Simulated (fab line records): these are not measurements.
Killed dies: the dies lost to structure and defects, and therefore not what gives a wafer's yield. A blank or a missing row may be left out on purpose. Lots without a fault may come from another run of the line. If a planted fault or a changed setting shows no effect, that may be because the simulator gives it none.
Which tool was responsible?	flow n5-finfet	Sampling: 13 lots, 38 wafers, 4 of 1938 route steps

== WHAT THE GAUGES SHOWED, per wafer ==
N5_BEOL_M5_CD_MEAS_11 targets a cd of 27.74 nm. Usual: cd-nm 28.1 nm, standard deviation 0.32.
lot	measured	on	cd-nm (nm)	flag
L749	day 8 14:17	cd-sem-01	28.1 28.0 28.0	
L750	day 9 00:16	cd-sem-01	28.2 28.5 28.4	
L751	day 9 00:19	cd-sem-02	28.1 27.9 27.8	
L752	day 9 17:32	cd-sem-02	28.1 28.0 28.0	
L755	day 10 06:21	cd-sem-02	27.7 28.3 27.5	
L757	day 10 08:35	cd-sem-03	28.0 28.1 28.2	
L758	day 10 19:40	cd-sem-03	27.3 28.1 28.1	
L759	day 11 06:45	cd-sem-03	28.3 28.3 28.8	
L761	day 11 23:32	cd-sem-02	28.2 28.1 28.4	
L766	day 13 16:58	cd-sem-03	28.5 28.0 28.0	
L771	day 13 23:35	cd-sem-01	27.4 28.0 27.8	
L770	day 14 00:17	cd-sem-02	28.2 28.2 28.2	
L772	day 14 09:43	cd-sem-03	28.1 28.0	

N5_BEOL_M5_OVL_MEAS_29. Usual: for V4_OVL the level is 0.1 nm and the standard deviation is 0.65.
lot	measured	on	V4_OVL (nm)	flag
L749	day 8 15:56	overlay-02	0.0 -1.0 -0.8	
L750	day 9 01:25	overlay-02	0.2 -0.1 -0.4	
L751	day 9 01:37	overlay-02	0.8 -0.6 -0.3	
L752	day 9 19:00	overlay-01	-0.8 -0.4 -0.4	
L755	day 10 07:44	overlay-02	-0.6 -0.1 0.5	
L757	day 10 12:20	overlay-01	-0.5 -1.0 0.0	
L758	day 10 23:28	overlay-02	0.8 1.3 1.3	
L759	day 11 08:41	overlay-01	-0.3 -0.1 0.5	
L761	day 12 00:32	overlay-01	0.0 0.9 -0.3	
L766	day 13 18:57	overlay-01	-0.5 -1.0 -0.9	
L771	day 14 00:52	overlay-02	0.4 0.0 -1.7	
L770	day 14 01:53	overlay-01	0.7 0.8 0.1	
L772	day 14 11:24	overlay-01	-0.1 -0.2	

== WHAT TOOL EACH LOT RAN ON (gives the tool, then ch and the chambers of the sampled wafers, and finally the start) ==
lot	N5_BEOL_M5_HM_OPEN_17	N5_BEOL_M5_COAT_66
L749	rie-metal-01 ch 0,1, day 8 14:41	litho-track-02 ch 0, day 8 15:30
L750	rie-metal-01 ch 0,1, day 9 00:46	litho-track-05 ch 0, day 9 01:06
L751	rie-metal-02 ch 0,1, day 9 00:47	litho-track-03 ch 0, day 9 01:11
L752	rie-metal-02 ch 0,1, day 9 17:56	litho-track-05 ch 0, day 9 18:41
L755	rie-metal-02 ch 0,1, day 10 06:45	litho-track-05 ch 0, day 10 07:18
L757	rie-metal-01 ch 0,1, day 10 08:58	litho-track-03 ch 0, day 10 12:01
L758	rie-metal-03 ch 0,1, day 10 20:02	litho-track-02 ch 0, day 10 23:02
L759	rie-metal-02 ch 0,1, day 11 07:38	litho-track-02 ch 0, day 11 08:16
L761	rie-metal-01 ch 0,1, day 11 23:54	litho-track-05 ch 0, day 12 00:14
L766	rie-metal-01 ch 0,1, day 13 17:20	litho-track-03 ch 0, day 13 18:31
L771	rie-metal-01 ch 0,1, day 13 23:59	litho-track-05 ch 0, day 14 00:32
L770	rie-metal-02 ch 0,1, day 14 00:40	litho-track-03 ch 0, day 14 01:34
L772	rie-metal-01 ch 1, day 14 10:05	litho-track-03 ch 0, day 14 11:05
- N5_BEOL_M5_HM_OPEN_17: chemistry Cl2/BCl3, target TiN, target depth 20 nm, overetch 6 nm.
- N5_BEOL_M5_COAT_66: time 60 s, resist thk 12 nm.

== AS READ BY THE TOOLS THEMSELVES (means over the sampled wafers that have a number; for cases with no such wafer, the mark the record gives instead) ==
N5_BEOL_M5_HM_OPEN_17. Usual: bcl3-flow-sccm 21.75 sccm, standard deviation 0.064; chamber-pressure-mTorr 10.000 mTorr, standard deviation 0.011; drypump-motor-current-A 5.8 A, standard deviation 0.62; oes_ar_750_au 0.82 a.u., standard deviation 0.11; oes-product-au 0.70 a.u., standard deviation 0.096; throttle-valve-pct 22.00 %, standard deviation 0.16.
lot	tool	bcl3-flow-sccm (sccm)	chamber-pressure-mTorr (mTorr)	drypump-motor-current-A (A)	oes_ar_750_au (a.u.)	oes-product-au (a.u.)	throttle-valve-pct (%)	flag
L749	rie-metal-01	21.82	9.997	5.6	0.78	0.67	21.87	
L750	rie-metal-01	21.68	9.996	5.6	0.78	0.67	21.88	
L751	rie-metal-02	21.71	10.004	6.4	0.78	0.66	21.98	
L752	rie-metal-02	21.78	10.004	6.4	0.77	0.65	21.99	
L755	rie-metal-02	21.70	9.993	6.2	0.85	0.70	22.07	
L757	rie-metal-01	21.79	9.997	5.6	0.77	0.66	21.89	
L758	rie-metal-03	21.78	10.006	5.6	0.95	0.80	22.27	
L759	rie-metal-02	21.78	9.995	6.2	0.84	0.71	22.05	
L761	rie-metal-01	21.81	9.997	5.6	0.77	0.65	21.89	
L766	rie-metal-01	21.73	10.001	5.6	0.75	0.64	21.90	
L771	rie-metal-01	21.80	9.994	5.6	0.75	0.64	21.90	
L770	rie-metal-02	21.75	10.010	6.2	0.81	0.68	22.07	
L772	rie-metal-01	21.81	10.000	4.7	0.89	0.73	21.96	

N5_BEOL_M5_COAT_66. Usual: spin-speed-rpm 1500.1 rpm, standard deviation 0.86.
lot	tool	spin-speed-rpm (rpm)	flag
L749	litho-track-02	1499.6	
L750	litho-track-05	1498.0	
L751	litho-track-03	1500.7	
L752	litho-track-05	1500.0	
L755	litho-track-05	1499.5	
L757	litho-track-03	1499.7	
L758	litho-track-02	1442.9	OFF
L759	litho-track-02	1443.5	OFF
L761	litho-track-05	1500.4	
L766	litho-track-03	1500.8	
L771	litho-track-05	1499.5	
L770	litho-track-03	1500.5	
L772	litho-track-03	1500.0	

== THE ANSWER, worked out from the rows above alone ==
Rule: a lot is off if the mean of its wafers that have a number lies more than 3 standard deviations from the usual mean. A lot without any number at a reading at which 4 lots or more have one is off too. All remaining lots with rows at the step are treated as sound. The gauges are gone through in route order, then the tools' own readings, and for those a lot's mean is taken as printed above. At the first step where some lot is off, the reading lying furthest off is the one used; lots without a number count as furthest.
Off: L758, L759 (N5_BEOL_M5_COAT_66, spin-speed-rpm).
If a tool, at that step or one of the process steps before it, ran each lot that is off and ran no sound lot following the first of them, it fits. One fits: N5_BEOL_M5_COAT_66 on litho-track-02. A fault onset in the window from L749 (day 8 15:30, its last sound lot) to L758 (day 10 23:02, its first lot off) fits.
On the lots that are off, the tool's own readings at N5_BEOL_M5_COAT_66 differ by more than 5 times the standard deviation of the sound lots' means, which bears it out; spin-speed-rpm reads 1443.2 rpm there versus 1499.9 rpm on the sound lots.

== WHAT WAS PUT IN BY THE SIMULATOR ==
Process parameters drifting: litho-track-02 at N5_BEOL_M5_COAT_66, beginning at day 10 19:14. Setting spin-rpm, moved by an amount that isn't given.
Lots struck among those shown: L758, L759. The rule given above showed the same thing.
